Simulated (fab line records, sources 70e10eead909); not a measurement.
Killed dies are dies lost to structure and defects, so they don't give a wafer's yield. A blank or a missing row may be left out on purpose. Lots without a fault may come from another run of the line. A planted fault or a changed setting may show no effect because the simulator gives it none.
Chamber matching | flow nand_harc | NHARC_A_STAIRCASE_DEP_151 on pecvd-03: 3 sister chambers
The step deposits SiO2, target thk 3800 nm. 16 wafers are shown with their chamber, then 8 later ones without.

WAFERS WITH THEIR CHAMBER
wafer  | chamber | rf_fwd_power_W (W) | heater_power_w (W)
L076.1 | 0       | 499.3              | 636
L076.2 | 1       | 497.8              | 624
L076.4 | 0       | 500.2              | 613
L084.1 | 0       | 500.6              | 611
L084.4 | 2       | 501.5              | 592
L084.5 | 0       | 498.6              | 608
L087.2 | 1       | 498.4              | 675
L087.3 | 0       | 500.1              | 712
L087.4 | 2       | 499.2              | 611
L089.2 | 1       | 499.2              | 657
L089.3 | 0       | 500.4              | 697
L089.6 | 0       | 500.2              | 604
L090.1 | 2       | 497.9              | 715
L090.3 | 0       | 501.0              | 715
L090.5 | 0       | 499.3              | 615
L094.1 | 0       | 501.2              | 733

SIGNATURES (means of the wafers above)
reading        | chamber 0 | chamber 1 | chamber 2 | scatter within a chamber
rf_fwd_power_W | 500.090   | 498.467   | 499.533   | 1.02
heater_power_w | 654.40    | 652.00    | 639.33    | 52.1
Rule: a wafer's distance from a chamber is the root of the sum, over the readings, of the square of ((its reading less the chamber's mean) divided by the reading's scatter). The wafer belongs to the nearest chamber; if the next one is less than 2 further off, it can't be placed. The scatter: the root of (the sum of the squares of (reading less its chamber's mean) over the shown wafers, divided by (wafers less chambers)).

WAFERS WITHOUT THEIR CHAMBER
wafer  | rf_fwd_power_W (W) | heater_power_w (W)
L094.4 | 497.8              | 572
L094.6 | 501.6              | 614
L092.1 | 498.8              | 608
L092.2 | 497.5              | 753
L092.4 | 498.8              | 614
L095.2 | 498.3              | 587
L095.3 | 498.9              | 754
L095.6 | 500.9              | 581

WHICH CHAMBER EACH WENT THROUGH
wafer  | from the rows above          | in truth
L094.4 | can't be placed: 1 or 2 or 0 | 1
L094.6 | can't be placed: 0 or 2 or 1 | 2
L092.1 | can't be placed: 1 or 2 or 0 | 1
L092.2 | can't be placed: 1 or 2 or 0 | 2
L092.4 | can't be placed: 1 or 2 or 0 | 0
L095.2 | can't be placed: 1 or 2 or 0 | 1
L095.3 | can't be placed: 1 or 0 or 2 | 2
L095.6 | can't be placed: 0 or 2 or 1 | 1
Placed correctly: 0 of 8. Can't be placed from these rows: 8 (the true chamber is among the candidates in 8). Placed wrongly: 0.
